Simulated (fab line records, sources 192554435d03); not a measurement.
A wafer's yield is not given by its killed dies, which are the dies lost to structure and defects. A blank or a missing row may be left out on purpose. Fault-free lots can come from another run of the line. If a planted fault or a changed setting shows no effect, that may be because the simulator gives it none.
Which of the tools did it?	flow n5-finfet	Sampling: 9 lots, 24 wafers, 3 of 1938 route steps

## WHAT THE GAUGES SHOWED, per wafer
N5_PMOS_HMC_CHANNEL_EPI_THK_MEAS_22.
lot	measured	on	HMC_CMP_THK (nm)
L821	day 2 01:41	film-metro-01	54.0 53.6 54.1
L823	day 2 14:15	film-metro-02	57.4 53.8 54.0
L828	day 3 20:26	film-metro-02	40.4 56.3
L830	day 4 07:39	film-metro-01	40.8 40.7
L831	day 4 13:31	film-metro-02	40.6 53.2
L840	day 7 00:11	film-metro-01	55.1 55.5 52.4
L841	day 7 01:55	film-metro-02	53.7 53.0 56.3
L842	day 7 08:08	film-metro-02	54.2 53.5 57.2
L843	day 7 14:39	film-metro-01	53.6 53.3 56.4

## EACH LOT AND THE TOOL THAT RAN IT (in order: tool; ch and the chambers of the sampled wafers; start)
lot	N5_PMOS_HMC_CHANNEL_EPI_ETCH_32	N5_PMOS_HMC_CHANNEL_EPI_FIN_RECESS_16
L821	rie-diel-06 ch 2,3, day 1 23:15	rie-si-06 ch 1,2, day 1 23:53
L823	rie-diel-06 ch 1,2, day 2 12:02	rie-si-06 ch 0,2,3, day 2 12:27
L828	rie-diel-06 ch 0,3, day 3 18:12	rie-si-06 ch 0,3, day 3 18:38
L830	rie-diel-02 ch 1,2, day 4 05:25	rie-si-06 ch 3, day 4 05:50
L831	rie-diel-02 ch 2,3, day 4 11:17	rie-si-06 ch 2,3, day 4 11:43
L840	rie-diel-02 ch 1,2,3, day 6 21:34	rie-si-05 ch 0,1,2, day 6 21:59
L841	rie-diel-03 ch 0,1,3, day 6 23:17	rie-si-06 ch 0,2,3, day 6 23:43
L842	rie-diel-06 ch 0,1,2, day 7 05:31	rie-si-06 ch 0,2,3, day 7 05:56
L843	rie-diel-03 ch 0,1,2, day 7 11:29	rie-si-06 ch 0,1,2, day 7 11:55
- N5_PMOS_HMC_CHANNEL_EPI_ETCH_32: etches BARC in N2/H2, stops on SiO2, target depth 85.8 nm, time 50.3 s.
- N5_PMOS_HMC_CHANNEL_EPI_FIN_RECESS_16: chemistry HBr/Cl2, target Si, target depth 54 nm, time 18 s.

## THE ANSWER, worked out from the rows above alone
Rule: usual is defined by the lots themselves. Put in order of their means at a reading, lots are off if they are a third of the lots or fewer, leave a main group of 4 or more, and stand apart from it by a gap of 3 or more times the standard deviation of the main group's means; of several such gaps the widest counts. A main group is skipped when, at the precision printed for the reading in the tables above, its means are all equal. Also off: a lot with no number at a reading for which 4 or more lots have one. Any other lot the step has rows for is counted as sound.
Off: L828, L830, L831, at N5_PMOS_HMC_CHANNEL_EPI_THK_MEAS_22 (HMC_CMP_THK). The main group: mean 54.5 nm, standard deviation 0.4.
A tool fits if, at a process step before that reading, it ran every lot that is off, and no sound lot after the first of them. Those tools and the gauges at N5_PMOS_HMC_CHANNEL_EPI_THK_MEAS_22 are tried in the same way. Of those tried, none fits.

## WHAT THE SIMULATOR HAD PUT IN
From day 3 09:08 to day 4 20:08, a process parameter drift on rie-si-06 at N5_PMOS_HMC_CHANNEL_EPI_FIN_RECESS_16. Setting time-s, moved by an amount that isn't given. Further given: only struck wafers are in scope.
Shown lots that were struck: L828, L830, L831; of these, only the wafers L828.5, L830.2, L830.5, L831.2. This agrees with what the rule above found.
